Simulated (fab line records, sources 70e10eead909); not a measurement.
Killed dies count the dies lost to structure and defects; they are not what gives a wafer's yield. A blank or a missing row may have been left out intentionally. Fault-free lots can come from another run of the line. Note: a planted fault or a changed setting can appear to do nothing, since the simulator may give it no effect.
fab line records | flow nand_harc | part 1 of 2: steps 1 to 23 of 39
record: lots: 5 | wafers: 15 | last_day: 24
route steps=1159 shown P_GATE@134
lots untouched by any fault: they come from a run of this same line in which no faults occurred
start_h: start of the lot's first displayed wafer, in hours after the record's first day | wait_h: hours since the lot's step before | " the same as in the row above | L1.1+2: a row that stands for several wafers | - value missing, or start not given | * or withheld: withheld | < > ~ a bound
route shown NAME@n: names a module that has steps shown in the file, with the first one's number in the route | usual: mean/standard deviation taken from wafers without a fault | same: alike in all rows | chamber/n: place in a boat | sites: the reading at each site | _std_site: standard deviation of those values | _edge_site: outer sites' mean less inner sites' | radius_mm: how far each site lies from the wafer's centre | mask NAME#n: copy n | behind: the last tool/chamber to shape the wafer | hold: cause of the lot's hold/its duration in hours/its outcome | device: transistor that didn't switch, given as n, p or np | end of line: the same wafers' tests at the end of the route | a step with no rows: only its recipe | killed: not the wafer's yield, but the dies lost to structure and defects at the first sort | map: a wafer's dies, x killed, . not, _ none there
set.NAME: the setting the step ran with; set.NAME@STEP: the setting that earlier step ran with | model.NAME: the simulator's own value behind a step, which no gauge read
lots at some steps of the route; a table a step, a row a wafer
services: the hour from which a tool's chamber was out of use, counted from the record's first day as start_h (under 0 if before that day), plus the number of hours and why
== steps ==
step: NHARC_P_GATE_HMDS_19
recipe: time_s: 30
lot.wafer  | tool           | chamber | start_h | wait_h
L077.2+4+5 | litho_track-06 | 0       | -       | -
L078.2+4+5 | litho_track-01 | 0       | -       | -
L082.2+4+6 | litho_track-01 | 0       | -       | -
L091.1+5+6 | litho_track-06 | 0       | -       | -
L096.1+2+3 | litho_track-06 | 0       | -       | -
step: NHARC_P_GATE_COAT_20
recipe: spin_rpm: 1500 | resist_thk_nm: 90
lot.wafer  | tool           | chamber | start_h | wait_h
L077.2+4+5 | litho_track-06 | 0       | -       | -
L078.2+4+5 | litho_track-01 | 0       | -       | -
L082.2+4+6 | litho_track-01 | 0       | -       | -
L091.1+5+6 | litho_track-06 | 0       | -       | -
L096.1+2+3 | litho_track-06 | 0       | -       | -
step: NHARC_P_GATE_SOFTBAKE_21
recipe: temp_c: 105 | time_s: 55
lot.wafer  | tool           | chamber | start_h | wait_h
L077.2+4+5 | litho_track-06 | 0       | -       | -
L078.2+4+5 | litho_track-01 | 0       | -       | -
L082.2+4+6 | litho_track-01 | 0       | -       | -
L091.1+5+6 | litho_track-06 | 0       | -       | -
L096.1+2+3 | litho_track-06 | 0       | -       | -
step: NHARC_P_GATE_EBR_22
lot.wafer  | tool           | chamber | start_h | wait_h
L077.2+4+5 | litho_track-06 | 0       | -       | -
L078.2+4+5 | litho_track-01 | 0       | -       | -
L082.2+4+6 | litho_track-01 | 0       | -       | -
L091.1+5+6 | litho_track-06 | 0       | -       | -
L096.1+2+3 | litho_track-06 | 0       | -       | -
step: NHARC_P_GATE_EXPOSE_23
recipe: na: 1.35 | target_cd_nm: 120 | dose_mj: 93.91 | mask_id: P_GATE
usual: focus_offset_nm: 0.1/0.49
lot.wafer | tool            | chamber | start_h | wait_h | mask     | focus_offset_nm
L077.2    | arfi_scanner-03 | 0       | 103.34  | -      | P_GATE#0 | -0.3
L077.4    | "               | 0       | "       | "      | P_GATE#0 | 0.0
L077.5    | "               | 0       | "       | "      | P_GATE#0 | 0.6
L078.2    | arfi_scanner-01 | 0       | 114.39  | -      | P_GATE#0 | 0.6
L078.4    | "               | 0       | "       | "      | P_GATE#0 | 0.6
L078.5    | "               | 0       | "       | "      | P_GATE#0 | 0.9
L082.2    | arfi_scanner-01 | 0       | 132.60  | -      | P_GATE#0 | 0.6
L082.4    | "               | 0       | "       | "      | P_GATE#0 | 0.1
L082.6    | "               | 0       | "       | "      | P_GATE#0 | 0.2
L091.1    | arfi_scanner-03 | 0       | 190.01  | -      | P_GATE#0 | -0.5
L091.5    | "               | 0       | "       | "      | P_GATE#0 | 0.4
L091.6    | "               | 0       | "       | "      | P_GATE#0 | 0.2
L096.1    | arfi_scanner-02 | 0       | 215.67  | -      | P_GATE#0 | 0.6
L096.2    | "               | 0       | "       | "      | P_GATE#0 | -1.3
L096.3    | "               | 0       | "       | "      | P_GATE#0 | -0.2
step: NHARC_P_GATE_PEB_24
recipe: peb_temp_c: 100 | peb_time_s: 65
lot.wafer  | tool           | chamber | start_h | wait_h
L077.2+4+5 | litho_track-01 | 0       | 103.41  | 0.1
L078.2+4+5 | litho_track-06 | 0       | 114.44  | 0.1
L082.2+4+6 | litho_track-04 | 0       | 132.65  | 0.1
L091.1+5+6 | litho_track-01 | 0       | 190.07  | 0.1
L096.1+2+3 | litho_track-06 | 0       | 215.73  | 0.1
step: NHARC_P_GATE_DEVELOP_25
recipe: develop_time_s: 35 | dev_temp_c: 23
lot.wafer  | tool           | chamber | start_h | wait_h
L077.2+4+5 | litho_track-01 | 0       | -       | -
L078.2+4+5 | litho_track-06 | 0       | -       | -
L082.2+4+6 | litho_track-04 | 0       | -       | -
L091.1+5+6 | litho_track-01 | 0       | -       | -
L096.1+2+3 | litho_track-06 | 0       | -       | -
step: NHARC_P_GATE_CD_MEAS_26
recipe: target_cd_nm: 120 | landing_energy_ev: 500
usual: cd_nm: 120.1/0.54
same: landing_energy_ev: 500
lot.wafer | tool      | chamber | start_h | wait_h | cd_nm
L077.2    | cd_sem-02 | 0       | 103.49  | -      | 120.8
L077.4    | "         | 0       | "       | "      | 119.9
L077.5    | "         | 0       | "       | "      | 120.6
L078.2    | cd_sem-02 | 0       | 114.52  | -      | 119.5
L078.4    | "         | 0       | "       | "      | 120.3
L078.5    | "         | 0       | "       | "      | 120.6
L082.2    | cd_sem-03 | 0       | 132.74  | -      | 120.6
L082.4    | "         | 0       | "       | "      | 119.9
L082.6    | "         | 0       | "       | "      | 120.6
L091.1    | cd_sem-03 | 0       | 190.15  | -      | 120.2
L091.5    | "         | 0       | "       | "      | 121.1
L091.6    | "         | 0       | "       | "      | 120.4
L096.1    | cd_sem-01 | 0       | 215.81  | -      | 121.1
L096.2    | "         | 0       | "       | "      | 120.3
L096.3    | "         | 0       | "       | "      | 119.9
step: NHARC_P_GATE_OVL_MEAS_27
usual: overlay_x_nm: -0.1/0.86 | overlay_y_nm: 0.1/1
lot.wafer | tool       | chamber | start_h | wait_h | overlay_x_nm | overlay_y_nm
L077.2    | overlay-01 | -       | 103.57  | -      | -0.7         | 0.1
L077.4    | "          | -       | "       | "      | -0.7         | -0.1
L077.5    | "          | -       | "       | "      | -0.6         | -0.4
L078.2    | overlay-02 | -       | 114.61  | -      | -0.1         | 0.9
L078.4    | "          | -       | "       | "      | -0.3         | 1.7
L078.5    | "          | -       | "       | "      | 0.4          | 1.4
L082.2    | overlay-02 | -       | 132.82  | -      | -0.1         | 0.7
L082.4    | "          | -       | "       | "      | -0.2         | 0.1
L082.6    | "          | -       | "       | "      | -0.3         | 0.8
L091.1    | overlay-01 | -       | 190.24  | -      | -0.3         | 0.5
L091.5    | "          | -       | "       | "      | -0.4         | 1.4
L091.6    | "          | -       | "       | "      | -0.1         | 0.5
L096.1    | overlay-02 | -       | 215.90  | -      | -0.9         | -0.6
L096.2    | "          | -       | "       | "      | -0.9         | -0.6
L096.3    | "          | -       | "       | "      | -1.1         | -0.6
step: NHARC_P_GATE_INSPECT_28
usual: raw_defect_count: 6.4/3
lot.wafer | tool              | chamber | start_h | wait_h | raw_defect_count
L077.2    | defect_inspect-02 | -       | 103.61  | 0.0    | 3
L077.4    | "                 | -       | "       | "      | 8
L077.5    | "                 | -       | "       | "      | 5
L078.2    | defect_inspect-01 | -       | 114.65  | 0.0    | 3
L078.4    | "                 | -       | "       | "      | 4
L078.5    | "                 | -       | "       | "      | 2
L082.2    | defect_inspect-01 | -       | 132.86  | 0.0    | 5
L082.4    | "                 | -       | "       | "      | 11
L082.6    | "                 | -       | "       | "      | 8
L091.1    | defect_inspect-02 | -       | 190.28  | 0.0    | 3
L091.5    | "                 | -       | "       | "      | 7
L091.6    | "                 | -       | "       | "      | 11
L096.1    | defect_inspect-02 | -       | 215.93  | 0.0    | 6
L096.2    | "                 | -       | "       | "      | 7
L096.3    | "                 | -       | "       | "      | 3
step: NHARC_P_GATE_DESCUM_31
recipe: time_s: 3 | o2_flow_sccm: 200 | ar_flow_sccm: 0 | bias_power_w: 0 | chemistry: O2
usual: drypump_motor_current_A: 5.7/0.35 | oes_product_au: 0.995/0.0092 | rf_vpp_V: 57.8/0.86 | showerhead_plenum_p_Torr: 1.88/0.093 | throttle_valve_pct: 11.311/0.0097
lot.wafer | tool        | chamber | start_h | wait_h | drypump_motor_current_A | oes_product_au | rf_hours_counter_h | rf_vpp_V | showerhead_plenum_p_Torr | throttle_valve_pct
L077.2    | rie_diel-03 | 1       | 103.76  | 0.1    | 6.4                     | 0.996          | 6                  | 57.6     | 1.80                     | 11.300
L077.5    | "           | 3       | "       | "      | 5.3                     | 1.006          | -                  | 57.8     | 1.78                     | 11.304
L077.4    | "           | 0       | "       | "      | 5.6                     | 0.998          | -                  | 56.9     | 1.93                     | 11.305
L078.2    | rie_diel-03 | 2       | 114.73  | 0.1    | 5.8                     | 0.995          | 12                 | 59.6     | 2.04                     | 11.304
L078.4    | "           | 1       | "       | "      | 6.3                     | 0.990          | 8                  | 57.4     | 1.80                     | 11.311
L078.5    | "           | 3       | "       | "      | 5.3                     | 0.994          | -                  | 56.5     | 1.78                     | 11.322
L082.2    | rie_diel-03 | 0       | 132.93  | 0.1    | 5.5                     | 0.999          | 16                 | 58.0     | 1.93                     | 11.309
L082.4    | "           | 2       | "       | "      | 5.7                     | 1.011          | 14                 | 57.7     | 2.04                     | 11.316
L082.6    | "           | 0       | "       | "      | 5.5                     | 1.003          | -                  | 57.9     | 1.93                     | 11.311
L091.1    | rie_diel-13 | 3       | 190.46  | 0.2    | 6.0                     | 0.982          | 31                 | 57.5     | 1.78                     | 11.306
L091.6    | "           | 0       | "       | "      | 5.6                     | 0.992          | -                  | 58.3     | 1.92                     | 11.310
L091.5    | "           | 1       | "       | "      | 5.8                     | 0.978          | -                  | 57.2     | 1.79                     | 11.314
L096.1    | rie_diel-05 | 0       | 216.00  | 0.1    | 6.3                     | 1.002          | 17                 | 58.1     | 1.93                     | 11.304
L096.2    | "           | 1       | "       | "      | 5.6                     | 0.999          | 17                 | 57.1     | 1.84                     | 11.312
L096.3    | "           | 2       | "       | "      | 5.7                     | 1.000          | 15                 | 57.7     | 1.97                     | 11.312
step: NHARC_P_GATE_ETCH_104
recipe: target_depth_a: 600 | time_s: withheld | cf4_flow_sccm: 100 | chf3_flow_sccm: 30 | ar_flow_sccm: 0 | rf_w: 500 | bias_w: 200 | chemistry: CF4/CHF3
usual: drypump_motor_current_A: 5.7/0.36 | oes_product_au: 0.935/0.018 | rf_vpp_V: 369.8/2.7 | showerhead_plenum_p_Torr: 1.55/0.073 | throttle_valve_pct: 16.802/0.0086
lot.wafer | tool        | chamber | start_h | wait_h | drypump_motor_current_A | oes_product_au | rf_vpp_V | showerhead_plenum_p_Torr | throttle_valve_pct
L077.2    | rie_diel-03 | 1       | 103.84  | 0.1    | 6.4                     | 0.953          | 368.4    | 1.48                     | 16.803
L077.4    | "           | 1       | "       | "      | 6.3                     | 0.959          | 367.1    | 1.48                     | 16.794
L077.5    | "           | 3       | "       | "      | 5.3                     | 0.974          | 366.5    | 1.47                     | 16.805
L078.2    | rie_diel-03 | 1       | 114.82  | 0.1    | 6.3                     | 0.909          | 365.6    | 1.48                     | 16.804
L078.4    | "           | 2       | "       | "      | 5.7                     | 0.926          | 374.1    | 1.68                     | 16.819
L078.5    | "           | 1       | "       | "      | 6.4                     | 0.919          | 368.5    | 1.48                     | 16.800
L082.2    | rie_diel-03 | 1       | 133.02  | 0.1    | 6.4                     | 0.955          | 367.7    | 1.48                     | 16.809
L082.4    | "           | 3       | "       | "      | 5.3                     | 0.987          | 367.9    | 1.47                     | 16.808
L082.6    | "           | 0       | "       | "      | 5.6                     | 0.966          | 371.0    | 1.59                     | 16.793
L091.1    | rie_diel-13 | 1       | 190.67  | 0.2    | 5.8                     | 0.925          | 367.5    | 1.48                     | 16.803
L091.6    | "           | 3       | "       | "      | 6.1                     | 0.926          | 368.2    | 1.47                     | 16.789
L091.5    | "           | 0       | "       | "      | 5.6                     | 0.941          | 371.6    | 1.58                     | 16.799
L096.2    | rie_diel-05 | 0       | 216.10  | 0.1    | 6.3                     | 0.948          | 371.0    | 1.58                     | 16.795
L096.1    | "           | 1       | "       | "      | 5.6                     | 0.931          | 368.3    | 1.51                     | 16.803
L096.3    | "           | 2       | "       | "      | 5.7                     | 0.927          | 373.6    | 1.61                     | 16.807
step: NHARC_P_GATE_HM_OPEN_105
recipe: target_depth_a: 3600 | o2_flow_sccm: 400 | cos_flow_sccm: 20 | ar_flow_sccm: 0 | rf_w: 500 | bias_w: 300 | chemistry: O2/COS
usual: drypump_motor_current_A: 5.7/0.36 | oes_product_au: 0.995/0.009 | rf_vpp_V: 466/3.3 | showerhead_plenum_p_Torr: 3.07/0.14 | throttle_valve_pct: 28.331/0.0094
lot.wafer | tool        | chamber | start_h | wait_h | drypump_motor_current_A | oes_product_au | rf_hours_counter_h | rf_vpp_V | showerhead_plenum_p_Torr | throttle_valve_pct
L077.2    | rie_diel-03 | 1       | -       | -      | 6.4                     | 0.986          | 6                  | 465      | 2.95                     | 28.332
L077.5    | "           | 3       | "       | "      | 5.3                     | 1.001          | -                  | 463      | 2.91                     | 28.325
L077.4    | "           | 0       | "       | "      | 5.6                     | 1.008          | -                  | 468      | 3.15                     | 28.328
L078.4    | rie_diel-03 | 3       | -       | -      | 5.3                     | 1.000          | 13                 | 463      | 2.91                     | 28.317
L078.2    | "           | 1       | "       | "      | 6.4                     | 0.987          | 8                  | 463      | 2.94                     | 28.321
L078.5    | "           | 0       | "       | "      | 5.6                     | 0.994          | -                  | 468      | 3.15                     | 28.343
L082.4    | rie_diel-03 | 0       | -       | -      | 5.6                     | 0.991          | 16                 | 467      | 3.15                     | 28.332
L082.2    | "           | 1       | "       | "      | 6.4                     | 0.992          | 10                 | 463      | 2.94                     | 28.328
L082.6    | "           | 3       | "       | "      | 5.3                     | 0.998          | -                  | 463      | 2.91                     | 28.313
L091.1    | rie_diel-13 | 0       | -       | -      | 5.6                     | 0.999          | 27                 | 468      | 3.14                     | 28.344
L091.5    | "           | 3       | "       | "      | 6.1                     | 0.986          | -                  | 462      | 2.92                     | 28.326
L091.6    | "           | 0       | "       | "      | 5.6                     | 0.997          | -                  | 469      | 3.14                     | 28.338
L096.2    | rie_diel-05 | 1       | -       | -      | 5.6                     | 0.980          | 17                 | 466      | 3.00                     | 28.345
L096.1    | "           | 2       | "       | "      | 5.7                     | 0.994          | 15                 | 468      | 3.20                     | 28.329
L096.3    | "           | 0       | "       | "      | 6.3                     | 0.993          | 17                 | 467      | 3.14                     | 28.329
step: NHARC_P_GATE_STRIP_106
recipe: o2_flow_sccm: 400 | cos_flow_sccm: 20 | ar_flow_sccm: 0 | bias_w: 0 | chemistry: O2/COS
lot.wafer  | tool        | chamber | start_h | wait_h
L077.2+5+4 | rie_diel-03 | 1,3,0   | -       | -
L078.2+4+5 | rie_diel-03 | 0,3,0   | -       | -
L082.4+2+6 | rie_diel-03 | 3,1,3   | -       | -
L091.1+5+6 | rie_diel-13 | 3,3,0   | -       | -
L096.1+2+3 | rie_diel-05 | 1,2,0   | -       | -
step: NHARC_P_GATE_ETCH_114
recipe: target_depth_a: 300 | overetch_a: 30 | time_s: 16.5 | ion_energy_ev: 100 | cf4_flow_sccm: 80 | o2_flow_sccm: 20 | ar_flow_sccm: 0 | rf_w: 300 | bias_w: 100 | chemistry: CF4/O2
usual: drypump_motor_current_A: 5.7/0.36 | oes_product_au: 0.995/0.0096 | rf_vpp_V: 197.4/1.5 | showerhead_plenum_p_Torr: 1.31/0.064 | throttle_valve_pct: 13.396/0.0092
lot.wafer | tool        | chamber | start_h | wait_h | drypump_motor_current_A | oes_product_au | rf_hours_counter_h | rf_vpp_V | showerhead_plenum_p_Torr | throttle_valve_pct
L077.2    | rie_diel-03 | 0       | -       | -      | 5.6                     | 1.000          | 12                 | 197.8    | 1.35                     | 13.400
L077.4    | "           | 0       | "       | "      | 5.6                     | 1.003          | -                  | 198.2    | 1.35                     | 13.386
L077.5    | "           | 1       | "       | "      | 6.3                     | 0.990          | -                  | 195.9    | 1.26                     | 13.393
L078.4    | rie_diel-03 | 2       | -       | -      | 5.7                     | 1.002          | 12                 | 199.4    | 1.42                     | 13.400
L078.2    | "           | 3       | "       | "      | 5.2                     | 0.997          | 13                 | 197.9    | 1.24                     | 13.410
L078.5    | "           | 2       | "       | "      | 5.7                     | 1.005          | -                  | 197.9    | 1.43                     | 13.406
L082.4    | rie_diel-03 | 1       | -       | -      | 6.4                     | 0.998          | 10                 | 196.8    | 1.26                     | 13.388
L082.2    | "           | 2       | "       | "      | 5.7                     | 1.006          | 14                 | 200.3    | 1.42                     | 13.384
L082.6    | "           | 1       | "       | "      | 6.4                     | 0.997          | -                  | 195.9    | 1.26                     | 13.396
L091.1    | rie_diel-13 | 0       | -       | -      | 5.6                     | 0.992          | 27                 | 197.7    | 1.34                     | 13.400
L091.6    | "           | 2       | "       | "      | 5.3                     | 1.002          | -                  | 198.6    | 1.39                     | 13.389
L091.5    | "           | 3       | "       | "      | 6.1                     | 0.990          | -                  | 194.6    | 1.25                     | 13.406
L096.1    | rie_diel-05 | 1       | -       | -      | 5.6                     | 0.994          | 17                 | 197.0    | 1.28                     | 13.387
L096.3    | "           | 2       | "       | "      | 5.7                     | 0.982          | 15                 | 199.5    | 1.37                     | 13.384
L096.2    | "           | 0       | "       | "      | 6.3                     | 1.000          | 17                 | 198.3    | 1.35                     | 13.384
step: NHARC_P_GATE_ETCH_32
recipe: target_depth_a: 1500 | over_etch_frac: 1 | over_etch_ion_energy_ev: 40 | time_s: 100.1 | hbr_flow_sccm: 150 | cl2_flow_sccm: 50 | rf_w: 400 | icp_w: 400 | bias_w: 100 | chemistry: HBr/Cl2
usual: drypump_motor_current_A: 5.6/0.34 | he_backside_leak_sccm: 2.65/0.29 | oes_product_au: 1.000/0.01 | throttle_valve_pct: 26.406/0.0088
lot.wafer | tool      | chamber | start_h | wait_h | drypump_motor_current_A | he_backside_leak_sccm | oes_product_au | rf_hours_counter_h | throttle_valve_pct
L077.4    | rie_si-02 | 3       | 104.33  | -      | 5.6                     | 2.83                  | 1.002          | 0.5                | 26.409
L077.2    | "         | 1       | "       | "      | 5.7                     | 2.57                  | 0.999          | 0.5                | 26.411
L077.5    | "         | 3       | "       | "      | 5.6                     | 2.85                  | 1.000          | -                  | 26.412
L078.4    | rie_si-02 | 2       | 115.27  | -      | 5.3                     | 3.10                  | 1.005          | 0.6                | 26.420
L078.2    | "         | 1       | "       | "      | 5.7                     | 2.85                  | 1.006          | 0.6                | 26.423
L078.5    | "         | 3       | "       | "      | 5.6                     | 3.12                  | 0.999          | -                  | 26.405
L082.4    | rie_si-04 | 2       | 133.43  | -      | 5.6                     | 2.50                  | 1.018          | 0.1                | 26.396
L082.2    | "         | 3       | "       | "      | 6.1                     | 2.66                  | 0.991          | 0.2                | 26.399
L082.6    | "         | 0       | "       | "      | 5.3                     | 2.29                  | 1.009          | -                  | 26.408
L091.1    | rie_si-02 | 0       | 191.12  | -      | 5.5                     | 2.64                  | 0.994          | 1.4                | 26.410
L091.6    | "         | 1       | "       | "      | 5.7                     | 2.58                  | 0.990          | -                  | 26.410
L091.5    | "         | 2       | "       | "      | 5.4                     | 5.04                  | 1.004          | -                  | 26.409
L096.3    | rie_si-04 | 1       | 216.52  | -      | 5.2                     | 2.66                  | 1.010          | 1.1                | 26.397
L096.1    | "         | 3       | "       | "      | 6.1                     | 2.57                  | 0.999          | 1.1                | 26.412
L096.2    | "         | 0       | "       | "      | 5.2                     | 2.54                  | 1.015          | 1.1                | 26.401
step: NHARC_P_GATE_STRIP_108
recipe: o2_flow_sccm: 500 | ar_flow_sccm: 0 | bias_w: 0 | chemistry: O2
usual: drypump_motor_current_A: 5.7/0.38 | oes_product_au: 0.997/0.0087 | rf_vpp_V: 57.7/0.96 | showerhead_plenum_p_Torr: 3.48/0.17 | throttle_valve_pct: 17.035/0.0098
lot.wafer | tool        | chamber | start_h | wait_h | drypump_motor_current_A | oes_product_au | rf_hours_counter_h | rf_vpp_V | showerhead_plenum_p_Torr | throttle_valve_pct
L077.2    | rie_diel-03 | 1       | 104.51  | -      | 6.4                     | 0.985          | 6                  | 57.6     | 3.33                     | 17.032
L077.4    | "           | 3       | "       | "      | 5.3                     | 1.003          | -                  | 57.0     | 3.30                     | 17.028
L077.5    | "           | 1       | "       | "      | 6.4                     | 0.991          | -                  | 55.9     | 3.33                     | 17.045
L078.2    | rie_diel-05 | 1       | 115.44  | -      | 5.6                     | 0.994          | 47                 | 60.1     | 3.41                     | 17.042
L078.4    | "           | 2       | "       | "      | 5.7                     | 0.987          | 44                 | 56.2     | 3.63                     | 17.030
L078.5    | "           | 1       | "       | "      | 5.6                     | 0.989          | -                  | 55.9     | 3.41                     | 17.013
L082.4    | rie_diel-03 | 1       | 133.67  | -      | 6.4                     | 1.001          | 10                 | 56.9     | 3.33                     | 17.024
L082.2    | "           | 3       | "       | "      | 5.3                     | 0.997          | 17                 | 58.6     | 3.29                     | 17.029
L082.6    | "           | 0       | "       | "      | 5.5                     | 1.006          | -                  | 58.1     | 3.56                     | 17.036
L091.1    | rie_diel-03 | 3       | 191.25  | -      | 5.3                     | 1.004          | 30                 | 56.3     | 3.29                     | 17.044
L091.5    | "           | 2       | "       | "      | 5.7                     | 0.985          | -                  | 59.5     | 3.74                     | 17.041
L091.6    | "           | 3       | "       | "      | 5.3                     | 1.000          | -                  | 56.2     | 3.29                     | 17.032
L096.3    | rie_diel-13 | 3       | 216.73  | -      | 6.1                     | 0.983          | 40                 | 55.4     | 3.30                     | 17.028
L096.1    | "           | 0       | "       | "      | 5.6                     | 0.998          | 37                 | 59.7     | 3.54                     | 17.045
L096.2    | "           | 2       | "       | "      | 5.3                     | 0.995          | 42                 | 58.3     | 3.65                     | 17.042
step: NHARC_P_GATE_CD_MEAS_33
usual: cd_nm: 119.3/2.3
lot.wafer | tool      | chamber | start_h | wait_h | cd_nm
L077.2    | cd_sem-01 | -       | 104.68  | 0.1    | 116.8
L077.4    | "         | -       | "       | "      | 120.7
L077.5    | "         | -       | "       | "      | 120.3
L078.2    | cd_sem-02 | -       | 115.61  | -      | 118.0
L078.4    | "         | -       | "       | "      | 122.1
L078.5    | "         | -       | "       | "      | 119.8
L082.2    | cd_sem-03 | -       | 133.83  | -      | 122.6
L082.4    | "         | -       | "       | "      | 118.5
L082.6    | "         | -       | "       | "      | 121.1
L091.1    | cd_sem-01 | -       | 191.41  | -      | 118.1
L091.5    | "         | -       | "       | "      | 118.3
L091.6    | "         | -       | "       | "      | 115.0
L096.1    | cd_sem-03 | -       | 216.91  | -      | 122.7
L096.2    | "         | -       | "       | "      | 119.9
L096.3    | "         | -       | "       | "      | 120.6
step: NHARC_P_GATE_STRIP_35
recipe: time_s: 600 | temp_c: 130 | chemistry: SPM
lot.wafer  | tool         | chamber | start_h | wait_h
L077.5+2+4 | wet_bench-03 | 6,7,2   | 104.76  | 0.1
L078.2+5+4 | wet_bench-01 | 3,5,6   | 115.69  | 0.1
L082.4+2+6 | wet_bench-01 | 2,4,7   | 133.93  | 0.1
L091.6+5+1 | wet_bench-06 | 6,7,2   | 191.50  | 0.1
L096.1+3+2 | wet_bench-06 | 4,5,1   | 216.99  | 0.1
step: NHARC_P_GATE_PRECLEAN_73
recipe: time_s: * | temp_c: 50 | bath_age_min: 0 | chemistry: SC1
lot.wafer  | tool         | chamber | start_h | wait_h
L077.5+2+4 | wet_bench-03 | 6,7,2   | -       | -
L078.2+5+4 | wet_bench-01 | 3,5,6   | -       | -
L082.4+2+6 | wet_bench-01 | 2,4,7   | -       | -
L091.6+5+1 | wet_bench-06 | 6,7,2   | -       | -
L096.1+3+2 | wet_bench-06 | 4,5,1   | -       | -
step: NHARC_P_GATE_SRD_74
lot.wafer  | tool         | chamber | start_h | wait_h
L077.5+2+4 | wet_bench-03 | 6,7,2   | -       | -
L078.2+5+4 | wet_bench-01 | 3,5,6   | -       | -
L082.4+2+6 | wet_bench-01 | 2,4,7   | -       | -
L091.6+5+1 | wet_bench-06 | 6,7,2   | -       | -
L096.1+3+2 | wet_bench-06 | 4,5,1   | -       | -
step: NHARC_P_GATE_ALD_36
recipe: target_thk_a: 200 | pulse_time_s: 60 | ald_cycles: 223 | temp_c: 400 | material: SiNx
usual: heater_power_w: 826/79 | precursor_pulse_height_rel: 1.000/0.019
lot.wafer | tool       | chamber | start_h | wait_h | heater_power_w | precursor_pulse_height_rel
L077.2    | ald_sin-03 | 0       | 107.26  | -      | 774            | 1.001
L077.4    | "          | 1       | 108.32  | -      | 916            | 0.978
L077.5    | "          | 2       | 109.38  | -      | 977            | 0.973
L078.2    | ald_sin-01 | 0       | 116.14  | -      | 826            | 0.987
L078.4    | "          | 1       | 117.19  | -      | 916            | 1.026
L078.5    | "          | 1       | 121.42  | -      | 923            | 1.025
L082.2    | ald_sin-03 | 1       | 135.36  | -      | 929            | 0.981
L082.4    | "          | 2       | 136.42  | -      | 898            | 0.976
L082.6    | "          | 1       | 139.59  | -      | 902            | 1.011
L091.1    | ald_sin-01 | 0       | 194.00  | -      | 845            | 0.991
L091.5    | "          | 2       | 196.13  | -      | 866            | 1.019
L091.6    | "          | 3       | 197.20  | -      | 772            | 0.988
L096.3    | ald_sin-01 | 0       | 217.37  | -      | 840            | 0.984
L096.1    | "          | 1       | 218.42  | -      | 874            | 1.016
L096.2    | "          | 2       | 219.47  | -      | 863            | 0.974
step: NHARC_P_GATE_ETCHBACK_37
recipe: target_depth_a: 345 | time_s: 17.2 | chf3_flow_sccm: 50 | o2_flow_sccm: 10 | ar_flow_sccm: 200 | rf_w: 500 | bias_w: 200 | chemistry: CHF3/O2
usual: drypump_motor_current_A: 5.7/0.36 | oes_product_au: 0.94/0.032 | rf_vpp_V: 370.1/2.6 | showerhead_plenum_p_Torr: 2.38/0.11 | throttle_valve_pct: 20.572/0.0092
lot.wafer | tool        | chamber | start_h | wait_h | drypump_motor_current_A | oes_product_au | rf_hours_counter_h | rf_vpp_V | showerhead_plenum_p_Torr | throttle_valve_pct
L077.2    | rie_diel-03 | 2       | -       | -      | 5.7                     | 1.00           | 12                 | 374.2    | 2.56                     | 20.578
L077.4    | "           | 3       | "       | "      | 5.2                     | 0.93           | 13                 | 366.8    | 2.24                     | 20.589
L077.5    | "           | 1       | "       | "      | 6.4                     | 0.90           | -                  | 369.0    | 2.26                     | 20.573
L078.4    | rie_diel-03 | 1       | -       | -      | 6.4                     | 0.92           | 8                  | 368.1    | 2.26                     | 20.583
L078.2    | "           | 2       | "       | "      | 5.7                     | 0.92           | 13                 | 373.8    | 2.56                     | 20.574
L078.5    | "           | 3       | "       | "      | 5.3                     | 0.93           | -                  | 367.0    | 2.24                     | 20.574
L082.2    | rie_diel-03 | 3       | -       | -      | 5.3                     | 0.92           | 18                 | 366.5    | 2.24                     | 20.570
L082.4    | "           | 0       | "       | "      | 5.5                     | 0.92           | 18                 | 370.5    | 2.42                     | 20.558
L082.6    | "           | 2       | "       | "      | 5.7                     | 0.93           | -                  | 375.0    | 2.56                     | 20.580
L091.1    | rie_diel-05 | 3       | -       | -      | 5.3                     | 0.99           | 9                  | 372.2    | 2.47                     | 20.557
L091.6    | "           | 1       | "       | "      | 5.6                     | 0.99           | -                  | 369.2    | 2.31                     | 20.564
L091.5    | "           | 2       | "       | "      | 5.7                     | 0.99           | -                  | 371.8    | 2.47                     | 20.567
L096.2    | rie_diel-05 | 1       | -       | -      | 5.6                     | 0.92           | 22                 | 368.9    | 2.31                     | 20.561
L096.1    | "           | 3       | "       | "      | 5.3                     | 0.99           | 18                 | 372.8    | 2.47                     | 20.582
L096.3    | "           | 0       | "       | "      | 6.3                     | 0.92           | 22                 | 370.9    | 2.42                     | 20.559
